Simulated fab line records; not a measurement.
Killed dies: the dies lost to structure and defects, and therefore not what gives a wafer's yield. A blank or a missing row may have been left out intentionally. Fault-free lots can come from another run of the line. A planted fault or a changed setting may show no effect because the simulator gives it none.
fab line records ; flow nandHarc ; part 1 of 2: steps 1 to 39 of 40
record: lots: 6; wafers: 18; lastDay: 24
route steps=1159 shown P_M1@297 P_M2@318 END@1159
lots that met no fault: from a run of the same line without faults
startH: hours from the record's first day to the start of the lot's first wafer shown ; waitH: how many hours have passed since the lot's step before this one ; " identical to the entry in the row above ; L1.1+2: a single row standing in for several wafers ; - value missing, or start not given ; * or withheld: withheld ; < > ~ a bound
route shown NAME@n: a module of which the file shows steps, and the number in the route of the first ; usual: mean/standard deviation taken from wafers without a fault ; same: alike in all rows ; chamber/n: place in a boat ; sites: each site's reading ; _std_site: the standard deviation of these ; _edge_site: inner sites' mean taken away from outer sites' mean ; radiusMm: for every site, how far away it sits from the centre of the wafer ; mask NAME#n: copy n ; behind: the last tool/chamber to shape the wafer ; hold: what put the lot on hold/how long, in hours/how the hold closed ; device: transistor that didn't switch, given as n, p or np ; end of line: the tests these same wafers got at the end of their route ; step lacking rows: just its recipe ; killed: the dies lost at the first sort to structure and to defects; this is not the yield of the wafer ; map: the dies of a wafer, with x for killed, . for not killed, _ for no die there
set.NAME: the setting the step ran with; set.NAME@STEP: the setting that earlier step ran with ; model.NAME: the simulator's own value behind a step, which no gauge read
lots at some steps of the route; a table a step, a row a wafer
services: from which hour (startH, from the record's first day; less than 0 if before it) a tool's chamber was out of use, for how many hours, and why
== steps ==
step: NHARC_P_M1_INSPECT_11
usual: rawDefectCount: 3.8/2.1
lot.wafer;tool;chamber;startH;waitH;rawDefectCount
L464.1;defectInspect-01;-;145.72;0.0;2
L464.3;defectInspect-01;-;145.72;0.0;7
L464.5;defectInspect-01;-;145.72;0.0;6
L469.1;defectInspect-01;-;171.22;0.0;6
L469.2;defectInspect-01;-;171.22;0.0;7
L469.5;defectInspect-01;-;171.22;0.0;1
L471.2;defectInspect-01;-;186.10;0.0;12
L471.3;defectInspect-01;-;186.10;0.0;6
L471.4;defectInspect-01;-;186.10;0.0;4
L474.1;defectInspect-02;-;195.85;0.0;2
L474.2;defectInspect-02;-;195.85;0.0;4
L474.6;defectInspect-02;-;195.85;0.0;4
L473.4;defectInspect-02;-;202.41;0.1;5
L473.5;defectInspect-02;-;202.41;0.1;3
L473.6;defectInspect-02;-;202.41;0.1;4
L483.2;defectInspect-01;-;251.55;0.0;8
L483.4;defectInspect-01;-;251.55;0.0;5
L483.6;defectInspect-01;-;251.55;0.0;5
step: NHARC_P_M1_DESCUM_14
recipe: timeS: 3; o2FlowSccm: 200; arFlowSccm: 0; biasPowerW: 0; chemistry: O2
usual: drypumpMotorCurrentA: 5.8/0.45; o2FlowSccm: 200.0/0.62; oesProductAu: 1.001/0.0093; rfVppV: 57.9/0.82; showerheadPlenumPTorr: 1.95/0.073; throttleValvePct: 11.311/0.0094
lot.wafer;tool;chamber;startH;waitH;drypumpMotorCurrentA;o2FlowSccm;oesProductAu;rfHoursCounterH;rfVppV;showerheadPlenumPTorr;throttleValvePct
L464.1;rieDiel-03;1;145.78;0.1;6.0;200.8;0.994;2.0;56.5;1.91;11.303
L464.3;rieDiel-03;2;145.78;0.1;6.3;199.1;0.991;2.1;57.5;2.04;11.298
L464.5;rieDiel-03;3;145.78;0.1;5.0;200.1;1.003;-;56.9;1.93;11.316
L469.1;rieDiel-03;2;171.29;0.1;6.3;200.4;1.002;2.8;57.0;2.04;11.298
L469.2;rieDiel-03;3;171.29;0.1;5.0;199.6;1.025;2.6;58.8;1.93;11.304
L469.5;rieDiel-03;3;171.29;0.1;5.0;200.4;1.022;-;58.4;1.93;11.313
L471.4;rieDiel-12;0;186.16;0.1;4.9;201.3;1.011;8.6;57.7;2.00;11.320
L471.3;rieDiel-12;1;186.16;0.1;6.0;200.6;1.019;8.6;57.9;1.88;11.314
L471.2;rieDiel-12;2;186.16;0.1;6.2;199.4;0.997;8.2;57.0;1.89;11.307
L474.1;rieDiel-03;1;195.91;0.1;6.0;199.6;1.011;3.5;58.0;1.91;11.313
L474.2;rieDiel-03;2;195.91;0.1;6.3;199.6;0.993;3.3;58.1;2.04;11.312
L474.6;rieDiel-03;2;195.91;0.1;6.3;200.8;0.990;-;57.7;2.04;11.315
L473.4;rieDiel-03;3;202.50;0.1;5.0;199.5;1.009;3.4;58.3;1.93;11.306
L473.5;rieDiel-03;0;202.50;0.1;5.4;200.6;0.998;-;58.5;1.94;11.309
L473.6;rieDiel-03;1;202.50;0.1;6.0;199.6;1.000;-;58.7;1.90;11.299
L483.2;rieDiel-01;2;251.61;0.1;6.0;200.0;1.008;6.4;57.7;2.03;11.320
L483.4;rieDiel-01;0;251.61;0.1;6.1;200.6;1.006;8.5;58.9;2.05;11.301
L483.6;rieDiel-01;2;251.61;0.1;6.0;200.0;0.997;-;59.2;2.03;11.309
step: NHARC_P_M1_ETCH_35
recipe: targetDepthA: 400; overetchA: 120; timeS: 43.94; ionEnergyEv: 200; n2FlowSccm: 150; h2FlowSccm: 150; arFlowSccm: 0; rfW: 400; biasW: 150; chemistry: N2/H2
step: NHARC_P_M1_ETCH_15
recipe: targetDepthA: 1825; timeS: 91.2; c4f8FlowSccm: withheld; arFlowSccm: 400; rfW: 600; biasW: 300; chemistry: C4F8/Ar
step: NHARC_P_M1_CD_MEAS_16
usual: cdNm: 130.3/0.86
lot.wafer;tool;chamber;startH;waitH;cdNm
L464.1;cdSem-03;-;146.11;-;129.2
L464.3;cdSem-03;-;146.11;-;128.8
L464.5;cdSem-03;-;146.11;-;130.1
L469.1;cdSem-03;-;171.59;-;132.0
L469.2;cdSem-03;-;171.59;-;132.2
L469.5;cdSem-03;-;171.59;-;131.2
L471.2;cdSem-02;-;186.47;-;130.8
L471.3;cdSem-02;-;186.47;-;130.8
L471.4;cdSem-02;-;186.47;-;130.4
L474.1;cdSem-02;-;196.22;-;129.8
L474.2;cdSem-02;-;196.22;-;131.0
L474.6;cdSem-02;-;196.22;-;130.9
L473.4;cdSem-03;-;202.79;-;131.3
L473.5;cdSem-03;-;202.79;-;131.4
L473.6;cdSem-03;-;202.79;-;130.8
L483.2;cdSem-01;-;251.92;-;130.3
L483.4;cdSem-01;-;251.92;-;129.6
L483.6;cdSem-01;-;251.92;-;129.7
step: NHARC_P_M1_STRIP_18
recipe: powerW: 1000; n2FlowSccm: 150; h2FlowSccm: 150; arFlowSccm: 0; biasW: 0; chemistry: N2/H2
step: NHARC_P_M1_ETCH_28
recipe: targetDepthA: 300; overEtchFrac: 0.3; timeS: 72.99; ionEnergyEv: 150; cf4FlowSccm: 50; n2FlowSccm: 100; arFlowSccm: 150; rfW: 300; biasW: 100; chemistry: CF4/N2
step: NHARC_P_M1_STRIP_19
recipe: timeS: 600; tempC: 30; chemistry: postEtchResidueRemover
step: NHARC_P_M1_DEGAS_29
recipe: tempC: 250; timeS: 60
step: NHARC_P_M1_PRE_CLEAN_30
recipe: timeS: 30; tempC: 280; gas: H2/He
step: NHARC_P_M1_PVD_20
recipe: targetThkA: 50; biasV: 168.6; powerW: 15000; chamberPressurePa: 0.12; timeS: 8.06; substrateTempC: 50; material: TaN
step: NHARC_P_M1_PVD_21
recipe: targetThkA: 300; chamberPressurePa: 5; powerW: 5000; substrateTempC: 30; timeS: 20.49; material: Cu
step: NHARC_P_M1_ECD_22
recipe: targetThkA: 4000; bathTempC: 25; material: Cu
lot.wafer;tool;chamber;startH;waitH
L464.1+3+5;ecdCu-01;0,1,1;147.21;-
L469.2+1+5;ecdCu-01;1,0,1;172.70;-
L471.2+3+4;ecdCu-01;0,1,0;187.60;-
L474.2+1+6;ecdCu-01;0,1,0;197.42;-
L473.4+5+6;ecdCu-01;0,0,1;203.96;-
L483.2+4+6;ecdCu-02;0,0,1;252.99;-
step: NHARC_P_M1_ANNEAL_31
recipe: tempC: 225; timeS: 90
step: NHARC_P_M1_CMP_23
recipe: tOverpolishS: 20; targetThkNm: 157.82
step: NHARC_P_M1_THK_MEAS_24
recipe: thkMeasGauge: xrf
usual: thkNm: 158.0/1.6
lot.wafer;tool;chamber;startH;waitH;thkNm
L464.1;filmMetro-02;-;148.24;-;157.4
L464.3;filmMetro-02;-;148.24;-;157.0
L464.5;filmMetro-02;-;148.24;-;156.6
L469.1;filmMetro-02;-;173.76;-;159.8
L469.2;filmMetro-02;-;173.76;-;156.7
L469.5;filmMetro-02;-;173.76;-;157.9
L471.2;filmMetro-01;-;188.59;-;159.5
L471.3;filmMetro-01;-;188.59;-;158.1
L471.4;filmMetro-01;-;188.59;-;158.4
L474.1;filmMetro-01;-;198.62;-;159.0
L474.2;filmMetro-01;-;198.62;-;159.3
L474.6;filmMetro-01;-;198.62;-;161.8
L473.4;filmMetro-02;-;204.90;-;162.1
L473.5;filmMetro-02;-;204.90;-;160.9
L473.6;filmMetro-02;-;204.90;-;156.7
L483.2;filmMetro-02;-;254.03;-;157.9
L483.4;filmMetro-02;-;254.03;-;157.2
L483.6;filmMetro-02;-;254.03;-;156.7
step: NHARC_P_M1_SRD_25
step: NHARC_P_M1_PRE_CLEAN_32
recipe: timeS: 12; tempC: 370; rfPowerW: 300; gas: NH3
step: NHARC_P_M1_DEP_33
recipe: targetThkA: 300; tempC: 370; targetThkNm: 30; pressureTorr: 3; flowSccm: 200; rfW: 450; material: SiCN
usual: heaterPowerW: 591/65; showerheadVppV: 1304/50
lot.wafer;tool;chamber;startH;waitH;heaterPowerW;showerheadVppV
L464.1;pecvd-03;1;148.55;0.1;565;1334
L464.3;pecvd-03;0;148.55;0.1;573;1282
L464.5;pecvd-03;1;148.55;0.1;569;1345
L469.1;pecvd-03;1;174.08;0.1;541;1332
L469.2;pecvd-03;0;174.08;0.1;591;1249
L469.5;pecvd-03;0;174.08;0.1;586;1282
L471.2;pecvd-01;2;189.04;0.1;584;1346
L471.3;pecvd-01;0;189.04;0.1;550;1319
L471.4;pecvd-01;0;189.04;0.1;556;1324
L474.2;pecvd-01;2;198.92;0.1;656;1342
L474.1;pecvd-01;1;198.92;0.1;569;1319
L474.6;pecvd-01;1;198.92;0.1;565;1309
L473.4;pecvd-01;2;205.34;0.2;597;1351
L473.5;pecvd-01;0;205.34;0.2;557;1302
L473.6;pecvd-01;1;205.34;0.2;564;1322
L483.2;pecvd-04;1;254.42;0.1;712;1289
L483.6;pecvd-04;2;254.42;0.1;598;1218
L483.4;pecvd-04;0;254.42;0.1;620;1352
step: NHARC_P_M2_DEP_00
recipe: targetThkA: 1825; targetThkNm: 182.5; tempC: withheld; pressureTorr: 5; flowSccm: 200; rfW: 600; material: SiOC
step: NHARC_P_M2_DEHYDRATE_01
recipe: tempC: 150; timeS: 120
step: NHARC_P_M2_HMDS_02
recipe: timeS: 30
step: NHARC_P_M2_COAT_34
recipe: tempC: 200; timeS: 65
step: NHARC_P_M2_COAT_03
recipe: spinRpm: 1500; resistThkNm: 90
step: NHARC_P_M2_SOFTBAKE_04
recipe: tempC: 105; timeS: 55
step: NHARC_P_M2_EBR_05
step: NHARC_P_M2_EXPOSE_06
recipe: na: 1.35; targetCdNm: 170; doseMj: 80.78; maskId: P_M2
step: NHARC_P_M2_PEB_07
recipe: pebTempC: 100; pebTimeS: 65
step: NHARC_P_M2_DEVELOP_08
recipe: developTimeS: 35; devTempC: 23
step: NHARC_P_M2_CD_MEAS_09
recipe: targetCdNm: 170; landingEnergyEv: 500
usual: cdNm: 170.0/0.58
lot.wafer;tool;chamber;startH;waitH;cdNm
L464.1;cdSem-03;0;149.64;-;168.7
L464.3;cdSem-03;0;149.64;-;169.6
L464.5;cdSem-03;0;149.64;-;169.5
L469.1;cdSem-03;0;175.23;-;169.5
L469.2;cdSem-03;0;175.23;-;168.9
L469.5;cdSem-03;0;175.23;-;168.7
L471.2;cdSem-01;0;190.32;-;171.2
L471.3;cdSem-01;0;190.32;-;171.0
L471.4;cdSem-01;0;190.32;-;170.7
L474.1;cdSem-02;0;200.15;-;170.0
L474.2;cdSem-02;0;200.15;-;169.6
L474.6;cdSem-02;0;200.15;-;170.5
L473.4;cdSem-03;0;206.34;-;171.3
L473.5;cdSem-03;0;206.34;-;171.3
L473.6;cdSem-03;0;206.34;-;170.4
L483.2;cdSem-01;0;255.56;-;169.4
L483.4;cdSem-01;0;255.56;-;168.5
L483.6;cdSem-01;0;255.56;-;169.5
step: NHARC_P_M2_OVL_MEAS_10
recipe: pitchNm: 340
usual: overlayXNm: -0.4/0.84; overlayYNm: 0.1/0.98
lot.wafer;tool;chamber;startH;waitH;overlayXNm;overlayYNm
L464.1;overlay-02;-;149.73;-;0.8;-0.3
L464.3;overlay-02;-;149.73;-;1.2;0.2
L464.5;overlay-02;-;149.73;-;1.4;0.7
L469.1;overlay-02;-;175.32;-;-1.4;1.1
L469.2;overlay-02;-;175.32;-;-1.0;0.3
L469.5;overlay-02;-;175.32;-;-1.0;0.8
L471.2;overlay-01;-;190.41;-;-0.4;-1.3
L471.3;overlay-01;-;190.41;-;-0.4;-1.4
L471.4;overlay-01;-;190.41;-;-0.9;-1.2
L474.1;overlay-02;-;200.24;-;-0.7;1.2
L474.2;overlay-02;-;200.24;-;-0.5;1.4
L474.6;overlay-02;-;200.24;-;-0.9;1.0
L473.4;overlay-02;-;206.43;-;-0.9;-0.9
L473.5;overlay-02;-;206.43;-;-0.9;-0.7
L473.6;overlay-02;-;206.43;-;-1.4;-0.3
L483.2;overlay-01;-;255.65;-;0.5;0.8
L483.4;overlay-01;-;255.65;-;0.6;0.6
L483.6;overlay-01;-;255.65;-;1.1;0.2
step: NHARC_P_M2_DESCUM_14
recipe: timeS: 3; o2FlowSccm: 200; arFlowSccm: 0; biasPowerW: 0; chemistry: O2
step: NHARC_P_M2_ETCH_35
recipe: targetDepthA: 400; overetchA: 120; timeS: 43.94; ionEnergyEv: 200; n2FlowSccm: 150; h2FlowSccm: 150; arFlowSccm: 0; rfW: 400; biasW: 150; chemistry: N2/H2
usual: drypumpMotorCurrentA: 5.8/0.39; n2FlowSccm: 150.0/0.49; oesProductAu: 0.992/0.0082; rfVppV: 430/3.3; showerheadPlenumPTorr: 2.03/0.12; throttleValvePct: 14.173/0.0092
lot.wafer;tool;chamber;startH;waitH;drypumpMotorCurrentA;n2FlowSccm;oesProductAu;rfHoursCounterH;rfVppV;showerheadPlenumPTorr;throttleValvePct
L464.1;rieDiel-04;1;149.92;0.1;5.7;149.9;0.994;1;431;2.08;14.158
L464.3;rieDiel-04;2;149.92;0.1;5.9;150.0;1.004;1;427;1.91;14.166
L464.5;rieDiel-04;1;149.92;0.1;5.7;150.5;0.995;-;431;2.08;14.189
L469.1;rieDiel-04;0;175.51;0.1;5.2;150.7;1.001;2;426;1.90;14.160
L469.2;rieDiel-04;2;175.51;0.1;5.9;149.8;1.005;2;427;1.91;14.166
L469.5;rieDiel-04;0;175.51;0.1;5.2;150.1;0.989;-;428;1.90;14.183
L471.4;rieDiel-04;0;190.59;0.1;5.3;150.4;0.994;3;425;1.90;14.168
L471.3;rieDiel-04;1;190.59;0.1;5.7;149.6;0.983;2;431;2.08;14.172
L471.2;rieDiel-04;3;190.59;0.1;6.3;150.0;0.991;2;434;2.20;14.150
L474.2;rieDiel-04;1;200.45;0.1;5.8;150.0;0.994;3;430;2.08;14.177
L474.1;rieDiel-04;3;200.45;0.1;6.3;149.6;0.987;3;434;2.20;14.184
L474.6;rieDiel-04;0;200.45;0.1;5.3;150.1;0.990;-;426;1.90;14.181
L473.4;rieDiel-04;3;206.62;0.1;6.3;150.5;0.989;3;435;2.20;14.179
L473.5;rieDiel-04;1;206.62;0.1;5.7;150.6;0.978;-;431;2.08;14.186
L473.6;rieDiel-04;2;206.62;0.1;5.9;150.8;1.002;-;427;1.91;14.191
L483.2;rieDiel-04;1;255.83;0.1;5.7;151.0;0.997;6;432;2.08;14.183
L483.4;rieDiel-04;2;255.83;0.1;5.9;149.8;1.005;5;427;1.91;14.176
L483.6;rieDiel-04;2;255.83;0.1;5.9;149.8;0.999;-;427;1.91;14.189
step: NHARC_P_M2_ETCH_15
recipe: targetDepthA: 1825; timeS: 91.2; c4f8FlowSccm: withheld; arFlowSccm: 400; rfW: 600; biasW: 300; chemistry: C4F8/Ar
step: NHARC_P_M2_CD_MEAS_16
usual: cdNm: 169.5/0.77
lot.wafer;tool;chamber;startH;waitH;cdNm
L464.1;cdSem-02;-;150.14;-;167.9
L464.3;cdSem-02;-;150.14;-;168.6
L464.5;cdSem-02;-;150.14;-;168.6
L469.1;cdSem-01;-;175.73;-;169.7
L469.2;cdSem-01;-;175.73;-;168.0
L469.5;cdSem-01;-;175.73;-;168.4
L471.2;cdSem-01;-;190.86;-;171.1
L471.3;cdSem-01;-;190.86;-;170.3
L471.4;cdSem-01;-;190.86;-;171.6
L474.1;cdSem-03;-;200.66;-;168.6
L474.2;cdSem-03;-;200.66;-;169.0
L474.6;cdSem-03;-;200.66;-;169.9
L473.4;cdSem-02;-;206.85;-;169.8
L473.5;cdSem-02;-;206.85;-;170.3
L473.6;cdSem-02;-;206.85;-;169.3
L483.2;cdSem-02;-;256.05;-;168.2
L483.4;cdSem-02;-;256.05;-;167.6
L483.6;cdSem-02;-;256.05;-;167.8
step: NHARC_P_M2_STRIP_18
recipe: powerW: 1000; n2FlowSccm: 150; h2FlowSccm: 150; arFlowSccm: 0; biasW: 0; chemistry: N2/H2
usual: drypumpMotorCurrentA: 5.8/0.44; n2FlowSccm: 150.0/0.47; oesProductAu: 0.993/0.011; rfVppV: 90.7/1.1; showerheadPlenumPTorr: 2.04/0.12; throttleValvePct: 14.172/0.01
lot.wafer;tool;chamber;startH;waitH;drypumpMotorCurrentA;n2FlowSccm;oesProductAu;rfHoursCounterH;rfVppV;showerheadPlenumPTorr;throttleValvePct
L464.3;rieDiel-07;2;150.21;0.1;6.8;149.6;1.004;15;91.2;2.15;14.154
L464.1;rieDiel-07;1;150.21;0.1;6.1;150.1;1.005;15;91.4;2.12;14.176
L464.5;rieDiel-07;2;150.21;0.1;6.8;150.3;1.012;-;91.1;2.15;14.184
L469.2;rieDiel-04;2;175.82;0.1;5.9;149.5;1.001;2;89.5;1.91;14.189
L469.1;rieDiel-04;0;175.82;0.1;5.2;150.4;0.991;2;88.7;1.90;14.183
L469.5;rieDiel-04;2;175.82;0.1;5.9;149.3;1.004;-;90.9;1.91;14.172
L471.2;rieDiel-04;1;190.95;0.1;5.7;149.2;0.972;3;91.8;2.08;14.176
L471.4;rieDiel-04;2;190.95;0.1;5.9;150.6;0.994;2;89.8;1.91;14.167
L471.3;rieDiel-04;3;190.95;0.1;6.3;150.8;0.988;3;91.1;2.20;14.164
L474.1;rieDiel-07;2;200.75;0.1;6.8;149.4;1.013;30;93.0;2.14;14.173
L474.2;rieDiel-07;0;200.75;0.1;6.0;150.0;1.002;22;90.8;2.03;14.161
L474.6;rieDiel-07;2;200.75;0.1;6.8;149.3;1.010;-;91.9;2.14;14.167
L473.4;rieDiel-04;2;206.91;0.1;5.9;149.8;0.984;3;91.3;1.91;14.185
L473.5;rieDiel-04;2;206.91;0.1;5.9;149.6;0.993;-;90.5;1.91;14.167
L473.6;rieDiel-04;3;206.91;0.1;6.3;150.4;0.971;-;92.0;2.20;14.177
L483.2;rieDiel-04;1;256.13;0.1;5.7;149.6;0.990;6;91.7;2.08;14.158
L483.4;rieDiel-04;2;256.13;0.1;5.9;150.9;1.004;5;89.1;1.91;14.182
L483.6;rieDiel-04;2;256.13;0.1;5.9;149.6;1.003;-;89.6;1.91;14.168
step: NHARC_P_M2_ETCH_28
recipe: targetDepthA: 300; overEtchFrac: 0.3; timeS: 72.99; ionEnergyEv: 150; cf4FlowSccm: 50; n2FlowSccm: 100; arFlowSccm: 150; rfW: 300; biasW: 100; chemistry: CF4/N2
step: NHARC_P_M2_STRIP_19
recipe: timeS: 600; tempC: 30; chemistry: postEtchResidueRemover
step: NHARC_P_M2_DEGAS_29
recipe: tempC: 250; timeS: 60
usual: heaterPowerW: 352/38
lot.wafer;tool;chamber;startH;waitH;heaterPowerW
L464.1;pvdSputter-01;-;150.86;-;320
L464.3;pvdSputter-01;-;150.86;-;394
L464.5;pvdSputter-01;-;150.86;-;323
L469.1;pvdSputter-02;-;176.48;-;292
L469.2;pvdSputter-02;-;176.48;-;358
L469.5;pvdSputter-02;-;176.48;-;324
L471.2;pvdSputter-02;-;191.58;-;322
L471.4;pvdSputter-02;-;191.58;-;301
L471.3;pvdSputter-02;-;191.58;-;361
L474.2;pvdSputter-01;-;201.41;-;347
L474.1;pvdSputter-01;-;201.41;-;383
L474.6;pvdSputter-01;-;201.41;-;335
L473.4;pvdSputter-01;-;207.59;-;387
L473.5;pvdSputter-01;-;207.59;-;338
L473.6;pvdSputter-01;-;207.59;-;399
L483.4;pvdSputter-01;-;256.76;-;365
L483.2;pvdSputter-01;-;256.76;-;339
L483.6;pvdSputter-01;-;256.76;-;354
